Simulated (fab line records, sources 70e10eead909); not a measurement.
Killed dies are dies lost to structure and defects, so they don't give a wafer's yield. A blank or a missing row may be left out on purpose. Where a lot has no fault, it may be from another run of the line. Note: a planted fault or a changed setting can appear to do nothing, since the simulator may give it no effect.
Matching of chambers / flow nand harc / 4 sister chambers for NHARC_A_WL_FILL_STRIP_29 on rie diel-01
The step strips in O2, time 20 s. 18 wafers are shown with their chamber, then 9 later ones without.

## EACH WAFER AND ITS CHAMBER
wafer=L074.1; chamber=0; showerhead plenum p Torr (Torr)=3.75; drypump motor current A (A)=6.0; oes product au (a.u.)=1.016
wafer=L074.2; chamber=3; showerhead plenum p Torr (Torr)=3.34; drypump motor current A (A)=6.2; oes product au (a.u.)=1.003
wafer=L074.5; chamber=0; showerhead plenum p Torr (Torr)=3.75; drypump motor current A (A)=6.0; oes product au (a.u.)=1.011
wafer=L075.2; chamber=3; showerhead plenum p Torr (Torr)=3.34; drypump motor current A (A)=6.2; oes product au (a.u.)=1.009
wafer=L075.3; chamber=1; showerhead plenum p Torr (Torr)=3.58; drypump motor current A (A)=5.4; oes product au (a.u.)=0.999
wafer=L075.5; chamber=1; showerhead plenum p Torr (Torr)=3.58; drypump motor current A (A)=5.4; oes product au (a.u.)=0.988
wafer=L076.2; chamber=1; showerhead plenum p Torr (Torr)=3.58; drypump motor current A (A)=5.4; oes product au (a.u.)=0.996
wafer=L076.4; chamber=2; showerhead plenum p Torr (Torr)=3.45; drypump motor current A (A)=5.4; oes product au (a.u.)=0.995
wafer=L076.5; chamber=2; showerhead plenum p Torr (Torr)=3.45; drypump motor current A (A)=5.5; oes product au (a.u.)=0.988
wafer=L080.2; chamber=3; showerhead plenum p Torr (Torr)=3.34; drypump motor current A (A)=6.2; oes product au (a.u.)=1.021
wafer=L080.4; chamber=1; showerhead plenum p Torr (Torr)=3.57; drypump motor current A (A)=5.4; oes product au (a.u.)=0.990
wafer=L080.6; chamber=3; showerhead plenum p Torr (Torr)=3.34; drypump motor current A (A)=6.2; oes product au (a.u.)=1.010
wafer=L082.1; chamber=1; showerhead plenum p Torr (Torr)=3.57; drypump motor current A (A)=5.4; oes product au (a.u.)=0.982
wafer=L082.3; chamber=0; showerhead plenum p Torr (Torr)=3.75; drypump motor current A (A)=6.0; oes product au (a.u.)=1.000
wafer=L082.5; chamber=0; showerhead plenum p Torr (Torr)=3.75; drypump motor current A (A)=6.0; oes product au (a.u.)=1.002
wafer=L084.1; chamber=3; showerhead plenum p Torr (Torr)=3.34; drypump motor current A (A)=6.2; oes product au (a.u.)=1.014
wafer=L084.2; chamber=0; showerhead plenum p Torr (Torr)=3.75; drypump motor current A (A)=6.0; oes product au (a.u.)=1.015
wafer=L084.6; chamber=0; showerhead plenum p Torr (Torr)=3.75; drypump motor current A (A)=6.0; oes product au (a.u.)=1.010

SIGNATURES (averages over the wafers above)
reading=showerhead plenum p Torr; chamber 0=3.7500; chamber 1=3.5760; chamber 2=3.4500; chamber 3=3.3400; scatter within a chamber=0.00293
reading=drypump motor current A; chamber 0=6.000; chamber 1=5.400; chamber 2=5.450; chamber 3=6.200; scatter within a chamber=0.0189
reading=oes product au; chamber 0=1.00900; chamber 1=0.99100; chamber 2=0.99150; chamber 3=1.01140; scatter within a chamber=0.00656
Rule: a wafer lies at a distance from a chamber equal to the root of the sum of squares, over the readings, of (its reading less the chamber's mean, divided by the reading's scatter). If the next closest chamber is less than 2 further off than the closest, the wafer can't be placed; otherwise it belongs to the closest. The scatter: the root of (the sum of the squares of (reading less its chamber's mean) over the shown wafers, divided by (wafers less chambers)).

## WAFERS WITHOUT THEIR CHAMBER
wafer=L089.1; showerhead plenum p Torr (Torr)=3.34; drypump motor current A (A)=6.2; oes product au (a.u.)=1.006
wafer=L089.2; showerhead plenum p Torr (Torr)=3.57; drypump motor current A (A)=5.4; oes product au (a.u.)=0.992
wafer=L089.5; showerhead plenum p Torr (Torr)=3.45; drypump motor current A (A)=5.4; oes product au (a.u.)=0.991
wafer=L094.1; showerhead plenum p Torr (Torr)=3.75; drypump motor current A (A)=6.0; oes product au (a.u.)=1.005
wafer=L094.4; showerhead plenum p Torr (Torr)=3.57; drypump motor current A (A)=5.4; oes product au (a.u.)=0.986
wafer=L094.6; showerhead plenum p Torr (Torr)=3.45; drypump motor current A (A)=5.4; oes product au (a.u.)=0.994
wafer=L095.1; showerhead plenum p Torr (Torr)=3.75; drypump motor current A (A)=6.0; oes product au (a.u.)=1.003
wafer=L095.3; showerhead plenum p Torr (Torr)=3.57; drypump motor current A (A)=5.4; oes product au (a.u.)=0.979
wafer=L095.6; showerhead plenum p Torr (Torr)=3.45; drypump motor current A (A)=5.4; oes product au (a.u.)=0.991

## CHAMBER TAKEN BY EACH
wafer=L089.1; from the rows above=3; in truth=3
wafer=L089.2; from the rows above=1; in truth=1
wafer=L089.5; from the rows above=2; in truth=2
wafer=L094.1; from the rows above=0; in truth=0
wafer=L094.4; from the rows above=1; in truth=1
wafer=L094.6; from the rows above=2; in truth=2
wafer=L095.1; from the rows above=0; in truth=0
wafer=L095.3; from the rows above=1; in truth=1
wafer=L095.6; from the rows above=2; in truth=2
Correctly placed: 9 of 9. Left unplaced by these rows: 0. 0 placed wrongly.
